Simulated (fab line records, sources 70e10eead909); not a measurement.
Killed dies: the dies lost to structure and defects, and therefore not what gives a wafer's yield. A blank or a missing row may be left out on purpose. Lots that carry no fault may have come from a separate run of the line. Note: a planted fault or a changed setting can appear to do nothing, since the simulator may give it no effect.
What tool caused it? / flow nand harc / 36 wafers from 12 lots sampled at 4 of the route's 1159 steps

== WHAT EACH GAUGE READ, for each wafer ==
NHARC_P_M1_OVL_MEAS_10: pitch 260 nm.
lot=L074; measured=day 6 11:32; on=overlay-01; overlay x nm (nm)=-0.2 0.2 -0.2
lot=L077; measured=day 6 18:23; on=overlay-01; overlay x nm (nm)=-0.1 -0.1 0.1
lot=L079; measured=day 7 12:01; on=overlay-02; overlay x nm (nm)=0.5 0.6 0.4
lot=L081; measured=day 7 17:22; on=overlay-02; overlay x nm (nm)=-1.7 -1.5 -2.0
lot=L083; measured=day 8 12:22; on=overlay-01; overlay x nm (nm)=-1.8 -1.9 -1.9
lot=L088; measured=day 9 06:44; on=overlay-01; overlay x nm (nm)=0.3 0.3 -0.4
lot=L085; measured=day 9 10:46; on=overlay-01; overlay x nm (nm)=-0.2 0.0 0.0
lot=L090; measured=day 10 01:17; on=overlay-01; overlay x nm (nm)=-0.7 -0.6 0.0
lot=L091; measured=day 10 09:57; on=overlay-01; overlay x nm (nm)=-1.0 -0.4 -0.2
lot=L092; measured=day 10 17:04; on=overlay-01; overlay x nm (nm)=0.2 0.3 0.0
lot=L095; measured=day 11 08:17; on=overlay-02; overlay x nm (nm)=1.4 1.5 1.5
lot=L096; measured=day 11 16:18; on=overlay-02; overlay x nm (nm)=1.4 1.2 2.3

== WHICH TOOL RAN EACH LOT (tool, then ch and the chambers of the sampled wafers, then the start) ==
lot=L074; NHARC_P_M0_DEGAS_28=pvd sputter-01, day 6 08:14; NHARC_P_M0_CMP_23=cmp-01 ch 1,2, day 6 09:18; NHARC_P_M0_DEP_32=pecvd-04 ch 0,2, day 6 09:58
lot=L077; NHARC_P_M0_DEGAS_28=pvd sputter-03, day 6 15:29; NHARC_P_M0_CMP_23=cmp-01 ch 0,1,3, day 6 16:34; NHARC_P_M0_DEP_32=pecvd-03 ch 0,2, day 6 17:14
lot=L079; NHARC_P_M0_DEGAS_28=pvd sputter-03, day 7 08:56; NHARC_P_M0_CMP_23=cmp-03 ch 0,1,3, day 7 10:05; NHARC_P_M0_DEP_32=pecvd-04 ch 0,1,2, day 7 10:47
lot=L081; NHARC_P_M0_DEGAS_28=pvd sputter-03, day 7 14:16; NHARC_P_M0_CMP_23=cmp-01 ch 2,3, day 7 15:23; NHARC_P_M0_DEP_32=pecvd-03 ch 0,1,2, day 7 16:03
lot=L083; NHARC_P_M0_DEGAS_28=pvd sputter-03, day 8 09:19; NHARC_P_M0_CMP_23=cmp-04 ch 0,2,3, day 8 10:25; NHARC_P_M0_DEP_32=pecvd-02 ch 0,1, day 8 11:02
lot=L088; NHARC_P_M0_DEGAS_28=pvd sputter-03, day 9 03:35; NHARC_P_M0_CMP_23=cmp-03 ch 1,2,3, day 9 04:44; NHARC_P_M0_DEP_32=pecvd-03 ch 0,1,2, day 9 05:29
lot=L085; NHARC_P_M0_DEGAS_28=pvd sputter-01, day 9 07:25; NHARC_P_M0_CMP_23=cmp-03 ch 0,3, day 9 08:31; NHARC_P_M0_DEP_32=pecvd-03 ch 0,1,2, day 9 09:29
lot=L090; NHARC_P_M0_DEGAS_28=pvd sputter-02, day 9 22:13; NHARC_P_M0_CMP_23=cmp-01 ch 1,2, day 9 23:23; NHARC_P_M0_DEP_32=pecvd-04 ch 0,1, day 9 23:59
lot=L091; NHARC_P_M0_DEGAS_28=pvd sputter-03, day 10 06:45; NHARC_P_M0_CMP_23=cmp-03 ch 2,3, day 10 08:01; NHARC_P_M0_DEP_32=pecvd-04 ch 0,2, day 10 08:42
lot=L092; NHARC_P_M0_DEGAS_28=pvd sputter-03, day 10 14:01; NHARC_P_M0_CMP_23=cmp-01 ch 0,2,3, day 10 15:08; NHARC_P_M0_DEP_32=pecvd-02 ch 0,2, day 10 15:45
lot=L095; NHARC_P_M0_DEGAS_28=pvd sputter-01, day 11 05:14; NHARC_P_M0_CMP_23=cmp-03 ch 1,3, day 11 06:19; NHARC_P_M0_DEP_32=pecvd-02 ch 0,1, day 11 06:56
lot=L096; NHARC_P_M0_DEGAS_28=pvd sputter-03, day 11 13:24; NHARC_P_M0_CMP_23=cmp-03 ch 0,2,3, day 11 14:30; NHARC_P_M0_DEP_32=pecvd-04 ch 0,1, day 11 15:05
- NHARC_P_M0_DEGAS_28: time 60 s.
- NHARC_P_M0_CMP_23: polishes, t overpolish 20 s, target thk 117.53 nm.
- NHARC_P_M0_DEP_32: deposits SiCN, target thk 30 nm.

== THE ANSWER, worked out from the rows above alone ==
Rule: usual is defined by the lots themselves. Put in order of their means at a reading, lots are off if they are a third of the lots or fewer, leave a main group of 4 or more, and stand apart from it by a gap of 3 or more times the standard deviation of the main group's means; of several such gaps the widest counts. If all means in a main group match to the digits the tables above print for the reading, that group is not used. Also off: a lot with no number at a reading for which 4 or more lots have one. Any other lot the step has rows for is counted as sound.
No lot is off on any of the readings shown, so nothing can be concluded from this.

== WHAT HAD BEEN PUT IN BY THE SIMULATOR ==
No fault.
